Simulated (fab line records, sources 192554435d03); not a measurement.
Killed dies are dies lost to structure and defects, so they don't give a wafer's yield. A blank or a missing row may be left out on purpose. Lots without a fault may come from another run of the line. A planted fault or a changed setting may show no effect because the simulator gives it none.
Chamber matching | flow n5_finfet | N5_MOL_CONTACT_COAG_ETCH_89 on rie_diel-06: 4 sister chambers
The step etches underlayer in N2/H2, target depth 13 nm, time 10.4 s. 14 wafers are shown with their chamber, then 7 later ones without.

WAFERS WITH THEIR CHAMBER
wafer  | chamber | showerhead_plenum_p_Torr (Torr) | drypump_motor_current_A (A) | throttle_valve_pct (%)
L078.2 | 1       | 2.51                            | 6.1                         | 18.25
L078.4 | 2       | 2.53                            | 5.1                         | 18.08
L078.6 | 1       | 2.51                            | 6.1                         | 18.25
L079.1 | 0       | 2.61                            | 5.1                         | 18.11
L079.2 | 2       | 2.53                            | 5.1                         | 18.07
L079.3 | 1       | 2.51                            | 6.1                         | 18.24
L081.2 | 1       | 2.51                            | 6.1                         | 18.26
L081.3 | 3       | 2.35                            | 6.0                         | 17.91
L081.5 | 0       | 2.61                            | 5.0                         | 18.11
L084.1 | 1       | 2.51                            | 6.1                         | 18.27
L084.2 | 3       | 2.35                            | 6.0                         | 17.90
L084.3 | 2       | 2.53                            | 5.1                         | 18.09
L087.2 | 3       | 2.35                            | 6.0                         | 17.94
L087.4 | 1       | 2.50                            | 6.1                         | 18.27

SIGNATURES (means of the wafers above)
reading                  | chamber 0 | chamber 1 | chamber 2 | chamber 3 | scatter within a chamber
showerhead_plenum_p_Torr | 2.6100    | 2.5083    | 2.5300    | 2.3500    | 0.00289
drypump_motor_current_A  | 5.050     | 6.100     | 5.100     | 6.000     | 0.0224
throttle_valve_pct       | 18.1100   | 18.2567   | 18.0800   | 17.9167   | 0.0134
Rule: a wafer's distance from a chamber is the root of the sum, over the readings, of the square of ((its reading less the chamber's mean) divided by the reading's scatter). The wafer belongs to the nearest chamber; if the next one is less than 2 further off, it can't be placed. The scatter: the root of (the sum of the squares of (reading less its chamber's mean) over the shown wafers, divided by (wafers less chambers)).

WAFERS WITHOUT THEIR CHAMBER
wafer  | showerhead_plenum_p_Torr (Torr) | drypump_motor_current_A (A) | throttle_valve_pct (%)
L087.6 | 2.50                            | 6.1                         | 18.30
L093.2 | 2.34                            | 5.9                         | 17.97
L093.3 | 2.52                            | 5.1                         | 18.14
L093.4 | 2.50                            | 6.1                         | 17.90
L097.1 | 2.60                            | 5.0                         | 17.72
L097.4 | 2.33                            | 6.0                         | 17.97
L097.6 | 2.51                            | 5.1                         | 18.17

WHICH CHAMBER EACH WENT THROUGH
wafer  | from the rows above | in truth
L087.6 | 1                   | 1
L093.2 | 3                   | 3
L093.3 | 2                   | 2
L093.4 | 1                   | 1
L097.1 | 0                   | 0
L097.4 | 3                   | 3
L097.6 | 2                   | 2
Placed correctly: 7 of 7. Can't be placed from these rows: 0. Placed wrongly: 0.
